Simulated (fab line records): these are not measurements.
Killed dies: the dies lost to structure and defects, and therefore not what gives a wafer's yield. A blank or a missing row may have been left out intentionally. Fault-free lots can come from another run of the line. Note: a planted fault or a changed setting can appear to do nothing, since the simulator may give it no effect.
fab line records / flow n5-finfet
record lots=3 wafers=9 last-day=19
route steps=1938 shown BEOL_M5@1112 PASSIVATION@1936
lots with no fault: from the same line, run without faults
start-h: hours from the record's first day to the start of the lot's first wafer shown / wait-h: how many hours have passed since the lot's step before this one / " as in the row above / L1.1+2: a row that stands for several wafers / - no value present, or no start provided / * or withheld: withheld / < > ~ a bound
route shown NAME@n: NAME is a module with steps in the file, n the number in the route of the first one / usual: average and standard deviation across the fault-free wafers / same: alike in all rows / chamber/n: place in a boat / sites: per-site readings / _std_site: the values' standard deviation / _edge_site: inner sites' mean taken away from outer sites' mean / radius-mm: for every site, how far away it sits from the centre of the wafer / mask NAME#n: copy n / behind: the tool/chamber that last shaped the wafer / hold: why the lot went on hold/how many hours it stayed there/how the hold came to an end / device: the n, p or np transistor that did not switch / end of line: tests of these same wafers at the route's end / for a step that has no rows: nothing shown but its recipe / killed: dies lost to structure and defects at the first sort, not the wafer's yield / map: per-die view of a wafer (x killed, . not killed, _ where there is no die)
set.NAME: the setting that was run; set.NAME@STEP: the one run at that earlier step / model.NAME: the simulator's own value behind a step, which no gauge read
a table for each step, a row for each wafer; lots at some steps of the route
services: from which hour (start-h, from the record's first day; less than 0 if before it) a tool's chamber was out of use, for how many hours, and why
## steps
# step N5_BEOL_M5_ILD_DEP_00
# recipe material=SiCOH_lowk target-thk-a=1406.4 temp-c=300 precursor=DEMS/porogen pressure-torr=5 rf-w=500 time-s=25.9
# step N5_BEOL_M5_CURE_79
# recipe temp-c=385 time-s=240 ambient=He/Ar material=SiCOH_lowk
# step N5_BEOL_M5_PECVD_70
# recipe material=SiO2 target-thk-a=160 temp-c=400 precursor=TEOS/O2 pressure-torr=5.5 rf-w=450 teos-flow-sccm=53.8 gas=O2 flow-sccm=3000 time-s=18
# step N5_BEOL_M5_HM_DEP_02
# recipe material=TiN target-thk-a=200 temp-c=25 chamber-pressure-pa=0.49996
# step N5_BEOL_M5_COAT_59
# recipe resist=SOC temp-c=250 time-s=60 spin-rpm=1500 resist-thk-nm=60
# step N5_BEOL_M5_COAT_60
# recipe resist=SiARC temp-c=220 time-s=60 spin-rpm=1500 resist-thk-nm=12
# step N5_BEOL_M5_COAT_71
# recipe resist=underlayer temp-c=205 time-s=60 spin-rpm=1500 resist-thk-nm=5
# step N5_BEOL_M5_COAT_05
# recipe resist=CAR-EUV spin-rpm=1500 resist-thk-nm=30
# step N5_BEOL_M5_EBR_07
# recipe solvent=PGMEA ebr-width-mm=1.5
# step N5_BEOL_M5_SOFTBAKE_06
# recipe temp-c=110 time-s=60 resist=CAR-EUV
# step N5_BEOL_M5_EXPOSE_08
# recipe mask-id=M5 na=0.33 source-shape=annular sigma-inner=0.4 sigma-outer=0.8 polarization=unpolarized target-cd-nm=28 dose-mj=35.75
lot.wafer=L191.1+4+6 tool=euv-scanner-02 chamber=0 start-h=198.36 wait-h=- mask=M5#0
lot.wafer=L199.1+3+6 tool=euv-scanner-02 chamber=0 start-h=254.39 wait-h=- mask=M5#0
lot.wafer=L211.1+2+3 tool=euv-scanner-02 chamber=0 start-h=334.85 wait-h=- mask=M5#0
# step N5_BEOL_M5_PEB_09
# recipe peb-temp-c=100 peb-time-s=60 resist=CAR-EUV
# step N5_BEOL_M5_DEVELOP_10
# recipe develop-time-s=30 developer=TMAH resist=CAR-EUV rinse-liquid=surfactant-rinse dry=air-spin dev-temp-c=23
# step N5_BEOL_M5_DESCUM_16
# recipe chemistry=O2 time-s=7 source-power-w=50 bias-power-w=20 pressure-mtorr=20 rf-frequency-hz=2.712e+07 temp-c=40 resist=CAR-EUV o2-flow-sccm=225
# usual bias-power-w=19.99/0.061 drypump-motor-current-A=5.6/0.32 oes-product-au=0.77/0.065 rf-vpp-V=242.9/1.5 showerhead-plenum-p-Torr=2.08/0.082 throttle-valve-pct=20.45/0.18
lot.wafer=L191.1 tool=rie-diel-06 chamber=3 start-h=198.87 wait-h=0.0 bias-power-w=19.93 drypump-motor-current-A=5.8 oes-product-au=0.70 rf-hours-counter-h=201 rf-vpp-V=242.9 showerhead-plenum-p-Torr=2.05 throttle-valve-pct=20.39 model.BEOL_M5.cd-nm=27.4
lot.wafer=L191.4 tool=rie-diel-06 chamber=2 start-h=198.87 wait-h=0.0 bias-power-w=19.98 drypump-motor-current-A=5.8 oes-product-au=0.80 rf-hours-counter-h=108 rf-vpp-V=239.8 showerhead-plenum-p-Torr=1.96 throttle-valve-pct=20.60 model.BEOL_M5.cd-nm=28
lot.wafer=L191.6 tool=rie-diel-06 chamber=1 start-h=198.87 wait-h=0.0 bias-power-w=19.93 drypump-motor-current-A=5.3 oes-product-au=0.85 rf-hours-counter-h=- rf-vpp-V=242.9 showerhead-plenum-p-Torr=2.11 throttle-valve-pct=20.39 model.BEOL_M5.cd-nm=27.6
lot.wafer=L199.1 tool=rie-diel-02 chamber=2 start-h=254.64 wait-h=0.0 bias-power-w=19.95 drypump-motor-current-A=5.5 oes-product-au=0.72 rf-hours-counter-h=198 rf-vpp-V=243.3 showerhead-plenum-p-Torr=2.09 throttle-valve-pct=20.50 model.BEOL_M5.cd-nm=27.4
lot.wafer=L199.3 tool=rie-diel-02 chamber=3 start-h=254.64 wait-h=0.0 bias-power-w=19.98 drypump-motor-current-A=5.7 oes-product-au=0.72 rf-hours-counter-h=217 rf-vpp-V=241.7 showerhead-plenum-p-Torr=1.95 throttle-valve-pct=20.39 model.BEOL_M5.cd-nm=28
lot.wafer=L199.6 tool=rie-diel-02 chamber=1 start-h=254.64 wait-h=0.0 bias-power-w=20.06 drypump-motor-current-A=5.4 oes-product-au=0.83 rf-hours-counter-h=- rf-vpp-V=246.6 showerhead-plenum-p-Torr=2.20 throttle-valve-pct=20.17 model.BEOL_M5.cd-nm=28
lot.wafer=L211.1 tool=rie-diel-03 chamber=2 start-h=335.10 wait-h=0.0 bias-power-w=20.02 drypump-motor-current-A=5.4 oes-product-au=0.91 rf-hours-counter-h=10 rf-vpp-V=244.3 showerhead-plenum-p-Torr=2.17 throttle-valve-pct=20.33 model.BEOL_M5.cd-nm=28
lot.wafer=L211.2 tool=rie-diel-03 chamber=3 start-h=335.10 wait-h=0.0 bias-power-w=20.04 drypump-motor-current-A=4.9 oes-product-au=0.71 rf-hours-counter-h=217 rf-vpp-V=243.6 showerhead-plenum-p-Torr=2.15 throttle-valve-pct=20.78 model.BEOL_M5.cd-nm=27.4
lot.wafer=L211.3 tool=rie-diel-03 chamber=1 start-h=335.10 wait-h=0.0 bias-power-w=20.11 drypump-motor-current-A=6.5 oes-product-au=0.75 rf-hours-counter-h=200 rf-vpp-V=242.6 showerhead-plenum-p-Torr=2.11 throttle-valve-pct=20.73 model.BEOL_M5.cd-nm=27
# step N5_BEOL_M5_ETCH_72
# recipe chemistry=N2/H2 target=underlayer target-depth-a=65 mask-material=CAR-EUV time-s=5.2 ion-energy-ev=200 pressure-mtorr=30 source-w=840 bias-w=150 n2-flow-sccm=200 h2-flow-sccm=200 ends=cleared
# step N5_BEOL_M5_ETCH_61
# recipe chemistry=CF4 target=SiARC target-depth-a=156 mask-material=CAR-EUV time-s=26 ion-energy-ev=80 pressure-mtorr=40 source-w=545 bias-w=36 Ar_flow_sccm=100 cf4-flow-sccm=100 ends=cleared
# step N5_BEOL_M5_ETCH_62
# recipe chemistry=N2/H2 target=SOC target-depth-a=750 overetch-a=150 mask-material=SiARC temp-c=40 time-s=112.5 ion-energy-ev=200 pressure-mtorr=30 source-w=840 bias-w=150 n2-flow-sccm=200 h2-flow-sccm=200
# step N5_BEOL_M5_STRIP_63
# recipe chemistry=N2/H2 temp-c=40 n2-flow-sccm=200 h2-flow-sccm=200 rf-frequency-hz=6e+07
# step N5_BEOL_M5_STRIP_73
# recipe chemistry=N2/H2 temp-c=40 n2-flow-sccm=200 h2-flow-sccm=200 rf-frequency-hz=6e+07
# step N5_BEOL_M5_STRIP_64
# recipe chemistry=CF4 resist=SiARC power-w=300 bias-power-w=75 pressure-mtorr=50 cf4-flow-sccm=150 rf-frequency-hz=6e+07
# step N5_BEOL_M5_HM_OPEN_17
# recipe chemistry=Cl2/BCl3 target-depth-a=200 overetch-a=60 target=TiN mask-material=SOC ion-energy-ev=150 pressure-mtorr=10 icp-w=1000 bias-w=126 Cl2_flow_sccm=53.25 bcl3-flow-sccm=21.75 Ar_flow_sccm=25
# step N5_BEOL_M5_STRIP_19
# recipe chemistry=O2 power-w=400 temp-c=40 pressure-mtorr=30 rf-frequency-hz=6e+07 bias-power-w=0 overash-fraction=0.2 o2-flow-sccm=225
# step N5_BEOL_M5_COAT_65
# recipe resist=SOC temp-c=250 time-s=60 spin-rpm=1500 resist-thk-nm=60
# step N5_BEOL_M5_COAT_66
# recipe resist=SiARC temp-c=220 time-s=60 spin-rpm=1500 resist-thk-nm=12
# step N5_BEOL_M5_COAT_74
# recipe resist=underlayer temp-c=205 time-s=60 spin-rpm=1500 resist-thk-nm=5
# step N5_BEOL_M5_COAT_22
# recipe resist=CAR-EUV spin-rpm=1500 resist-thk-nm=30
# step N5_BEOL_M5_EBR_24
# recipe solvent=PGMEA ebr-width-mm=1.5
# step N5_BEOL_M5_SOFTBAKE_23
# recipe temp-c=110 time-s=60 resist=CAR-EUV
# step N5_BEOL_M5_EXPOSE_25
# recipe mask-id=V4 na=0.33 source-shape=quasar sigma-inner=0.2 sigma-outer=0.6 polarization=unpolarized defocus-nm=10 dose-mj=52.75
# step N5_BEOL_M5_PEB_26
# recipe peb-temp-c=100 peb-time-s=60 resist=CAR-EUV
# step N5_BEOL_M5_DEVELOP_27
# recipe develop-time-s=30 developer=TMAH resist=CAR-EUV rinse-liquid=surfactant-rinse dry=air-spin dev-temp-c=23
# step N5_BEOL_M5_DESCUM_33
# recipe chemistry=O2 time-s=7 source-power-w=50 bias-power-w=20 pressure-mtorr=20 rf-frequency-hz=2.712e+07 temp-c=40 resist=CAR-EUV o2-flow-sccm=225
# step N5_BEOL_M5_ETCH_75
# recipe chemistry=N2/H2 target=underlayer target-depth-a=65 mask-material=CAR-EUV time-s=5.2 ion-energy-ev=200 pressure-mtorr=30 source-w=840 bias-w=150 n2-flow-sccm=200 h2-flow-sccm=200 ends=cleared
# step N5_BEOL_M5_ETCH_41
# recipe chemistry=CH3F/O2 target=SiCN target-depth-a=315 taper-deg=2 time-s=56.7 ion-energy-ev=120 mask-material=TiN pressure-mtorr=30 source-w=395 bias-w=75 Ar_flow_sccm=150 CH3F_flow_sccm=30 O2_flow_sccm=20
# usual drypump-motor-current-A=5.6/0.32 oes-product-au=0.77/0.065 rf-vpp-V=297.0/1.6 showerhead-plenum-p-Torr=1.99/0.074 throttle-valve-pct=16.36/0.21
lot.wafer=L191.1 tool=rie-diel-02 chamber=1 start-h=- wait-h=- drypump-motor-current-A=5.4 oes-product-au=0.85 rf-hours-counter-h=69 rf-vpp-V=299.1 showerhead-plenum-p-Torr=2.11 throttle-valve-pct=16.07 model.BEOL_M5.cd-nm=27
lot.wafer=L191.4 tool=rie-diel-02 chamber=3 start-h=- wait-h=- drypump-motor-current-A=5.7 oes-product-au=0.73 rf-hours-counter-h=202 rf-vpp-V=296.6 showerhead-plenum-p-Torr=1.88 throttle-valve-pct=16.45 model.BEOL_M5.cd-nm=28
lot.wafer=L191.6 tool=rie-diel-02 chamber=2 start-h=- wait-h=- drypump-motor-current-A=5.5 oes-product-au=0.76 rf-hours-counter-h=- rf-vpp-V=297.2 showerhead-plenum-p-Torr=2.00 throttle-valve-pct=16.39 model.BEOL_M5.cd-nm=27.6
lot.wafer=L199.1 tool=rie-diel-02 chamber=3 start-h=- wait-h=- drypump-motor-current-A=5.7 oes-product-au=0.71 rf-hours-counter-h=218 rf-vpp-V=294.8 showerhead-plenum-p-Torr=1.88 throttle-valve-pct=16.48 model.BEOL_M5.cd-nm=27.4
lot.wafer=L199.3 tool=rie-diel-02 chamber=1 start-h=- wait-h=- drypump-motor-current-A=5.4 oes-product-au=0.83 rf-hours-counter-h=86 rf-vpp-V=300.3 showerhead-plenum-p-Torr=2.11 throttle-valve-pct=16.09 model.BEOL_M5.cd-nm=28.2
lot.wafer=L199.6 tool=rie-diel-02 chamber=1 start-h=- wait-h=- drypump-motor-current-A=5.4 oes-product-au=0.83 rf-hours-counter-h=- rf-vpp-V=299.0 showerhead-plenum-p-Torr=2.11 throttle-valve-pct=16.09 model.BEOL_M5.cd-nm=28.2
lot.wafer=L211.1 tool=rie-diel-06 chamber=1 start-h=- wait-h=- drypump-motor-current-A=5.3 oes-product-au=0.80 rf-hours-counter-h=109 rf-vpp-V=297.3 showerhead-plenum-p-Torr=2.04 throttle-valve-pct=16.52 model.BEOL_M5.cd-nm=28
lot.wafer=L211.2 tool=rie-diel-06 chamber=3 start-h=- wait-h=- drypump-motor-current-A=5.8 oes-product-au=0.67 rf-hours-counter-h=241 rf-vpp-V=296.9 showerhead-plenum-p-Torr=1.97 throttle-valve-pct=16.64 model.BEOL_M5.cd-nm=28
lot.wafer=L211.3 tool=rie-diel-06 chamber=0 start-h=- wait-h=- drypump-motor-current-A=5.5 oes-product-au=0.85 rf-hours-counter-h=64 rf-vpp-V=295.9 showerhead-plenum-p-Torr=1.95 throttle-valve-pct=16.03 model.BEOL_M5.cd-nm=27
# step N5_PASSIVATION_PROBE_49
# usual defect-limited-yield=91.2/1.5 killed_at_M0_to_M3=36/10 killed_at_M4_up=14/5.2 killed-at-contacts=12/6 killed-at-front-end=37/10 killed-at-other=4/3.3 killed-dies=104/18 killed-open=68/14 killed-short=34/7.4 sort_bin_5_function=5.2/1 sort_bin_6_memory=3.3/0.7 sort-n-pass=1076/18 sort-yield-pct=91.2/1.5
# same gross-dies=1180 killed-at-back-side=0 sort_bin_4_leakage[%]=0 sort_bin_8_speed[%]=0
lot.wafer=L191.1 tool=prober-01 chamber=- start-h=301.20 wait-h=0.0 defect-limited-yield[%]=91.3 killed_at_M0_to_M3=31 killed_at_M4_up=14 killed-at-contacts=5 killed-at-front-end=52 killed-at-other=1 killed-dies=103 killed-open=62 killed-short=37 sort_bin_5_function[%]=5.3 sort_bin_6_memory[%]=3.1 sort-n-pass=1077 sort-yield-pct[%]=91.3
lot.wafer=L191.4 tool=prober-01 chamber=- start-h=301.35 wait-h=0.2 defect-limited-yield[%]=91.9 killed_at_M0_to_M3=31 killed_at_M4_up=12 killed-at-contacts=19 killed-at-front-end=33 killed-at-other=1 killed-dies=96 killed-open=57 killed-short=39 sort_bin_5_function[%]=4.3 sort_bin_6_memory[%]=3.5 sort-n-pass=1084 sort-yield-pct[%]=91.9
lot.wafer=L191.6 tool=prober-01 chamber=- start-h=301.45 wait-h=0.3 defect-limited-yield[%]=89.7 killed_at_M0_to_M3=50 killed_at_M4_up=16 killed-at-contacts=14 killed-at-front-end=40 killed-at-other=2 killed-dies=122 killed-open=83 killed-short=39 sort_bin_5_function[%]=5.9 sort_bin_6_memory[%]=3.9 sort-n-pass=1058 sort-yield-pct[%]=89.7
lot.wafer=L199.1 tool=prober-02 chamber=- start-h=348.15 wait-h=0.0 defect-limited-yield[%]=89.5 killed_at_M0_to_M3=59 killed_at_M4_up=13 killed-at-contacts=14 killed-at-front-end=32 killed-at-other=6 killed-dies=124 killed-open=88 killed-short=34 sort_bin_5_function[%]=7.4 sort_bin_6_memory[%]=2.9 sort-n-pass=1056 sort-yield-pct[%]=89.5
lot.wafer=L199.3 tool=prober-02 chamber=- start-h=348.25 wait-h=0.1 defect-limited-yield[%]=89.2 killed_at_M0_to_M3=36 killed_at_M4_up=21 killed-at-contacts=19 killed-at-front-end=43 killed-at-other=8 killed-dies=127 killed-open=88 killed-short=37 sort_bin_5_function[%]=6.4 sort_bin_6_memory[%]=4.0 sort-n-pass=1053 sort-yield-pct[%]=89.2
lot.wafer=L199.6 tool=prober-02 chamber=- start-h=348.40 wait-h=0.3 defect-limited-yield[%]=87.2 killed_at_M0_to_M3=71 killed_at_M4_up=21 killed-at-contacts=10 killed-at-front-end=39 killed-at-other=10 killed-dies=151 killed-open=110 killed-short=39 sort_bin_5_function[%]=7.9 sort_bin_6_memory[%]=4.6 sort-n-pass=1029 sort-yield-pct[%]=87.2
# killed by level:class
L191.1 FIN_SAQP:geometric-particle:open=27 FIN_SAQP:geometric-particle:short=9 BEOL_M1:geometric-particle:open=9 BEOL_M0_SAQP:geometric-particle:short=6 BEOL_M4:geometric-particle:open=6 MOL_CONTACT_COAG:geometric-particle:open=5 BEOL_M0_SAQP:geometric-particle:open=5 BEOL_M0:geometric-particle:short=4
L191.4 MOL_CONTACT_COAG:geometric-particle:open=14 BEOL_M1:geometric-particle:open=10 STI_FIN_REVEAL:geometric-particle:open=9 BEOL_M0_SAQP:geometric-particle:short=8 FIN_SAQP:geometric-particle:short=7 DUMMY_GATE:geometric-particle:open=6 GATE_CUT:geometric-particle:short=5 MOL_CONTACT_COAG:geometric-particle:short=5
L191.6 FIN_SAQP:geometric-particle:open=17 BEOL_M0_SAQP:geometric-particle:open=16 BEOL_M1:geometric-particle:open=14 MOL_CONTACT_COAG:geometric-particle:open=11 BEOL_M0_SAQP:geometric-particle:short=11 FIN_SAQP:geometric-particle:short=10 BEOL_M4:geometric-particle:open=8 BEOL_M2:geometric-particle:open=4
L199.1 BEOL_M2:geometric-particle:open=17 MOL_CONTACT_COAG:geometric-particle:open=10 BEOL_M1:geometric-particle:open=9 STI_FIN_REVEAL:geometric-particle:open=9 BEOL_M0_SAQP:geometric-particle:open=8 FIN_SAQP:geometric-particle:short=7 BEOL_M0:geometric-particle:open=7 BEOL_M0_SAQP:geometric-particle:short=6
L199.3 MOL_CONTACT_COAG:geometric-particle:open=17 BEOL_M4:geometric-particle:open=14 BEOL_M3:geometric-particle:open=11 ILD0:geometric-particle:short=9 DUMMY_GATE:geometric-particle:open=8 BEOL_M2:geometric-particle:open=7 MIM_TOP_ETCH:geometric-particle:short=6 GATE_CUT:geometric-particle:short=5
L199.6 BEOL_M0_SAQP:geometric-particle:open=16 BEOL_M3:geometric-particle:open=15 BEOL_M0_SAQP:geometric-particle:short=14 STI_FIN_REVEAL:geometric-particle:open=10 BEOL_M4:geometric-particle:open=9 FIN_SAQP:geometric-particle:open=8 BEOL_M2:geometric-particle:open=8 MOL_CONTACT_COAG:geometric-particle:open=8
## services
tool=rie-diel-03 chamber=3 start-h=200.07 hours=23.7 kind=repair
tool=euv-scanner-02 chamber=- start-h=209.83 hours=1.0 kind=pm
tool=rie-diel-03 chamber=2 start-h=220.43 hours=3.6 kind=repair
tool=rie-diel-02 chamber=3 start-h=230.01 hours=2.4 kind=repair
tool=rie-diel-02 chamber=0 start-h=252.10 hours=6.5 kind=repair
tool=euv-scanner-02 chamber=- start-h=259.35 hours=4.0 kind=repair
tool=euv-scanner-02 chamber=- start-h=263.37 hours=4.6 kind=pm
tool=rie-diel-03 chamber=2 start-h=285.40 hours=- kind=clean
tool=rie-diel-03 chamber=2 start-h=285.40 hours=- kind=consumable-replace:focus-ring
tool=rie-diel-03 chamber=2 start-h=285.40 hours=16.3 kind=scheduled-down
tool=rie-diel-03 chamber=2 start-h=285.40 hours=16.3 kind=vent-cycle
tool=euv-scanner-02 chamber=- start-h=319.53 hours=0.4 kind=repair
tool=euv-scanner-02 chamber=- start-h=322.13 hours=1.0 kind=pm
tool=euv-scanner-02 chamber=- start-h=324.17 hours=2.5 kind=repair
tool=euv-scanner-02 chamber=0 start-h=328.94 hours=- kind=calibration
tool=rie-diel-06 chamber=2 start-h=331.76 hours=38.5 kind=repair
## key
first-sign none at tools or gauges
model-effect step=N5_BEOL_M5_DESCUM_16 value=BEOL_M5.cd-nm without=28 struck=27
model-effect step=N5_BEOL_M5_ETCH_41 value=BEOL_M5.cd-nm without=27.8 struck=27
met-at N5_BEOL_M5_EXPOSE_08
struck-wafers L211.3
onset-between 254.39 334.85
fault kind=process-parameter-drift tool=euv-scanner-02 chamber=- onset-h=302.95 steps=N5_BEOL_M5_EXPOSE_08 channel=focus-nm offset=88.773 shape=step end-h=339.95 scope=struck-wafers-only
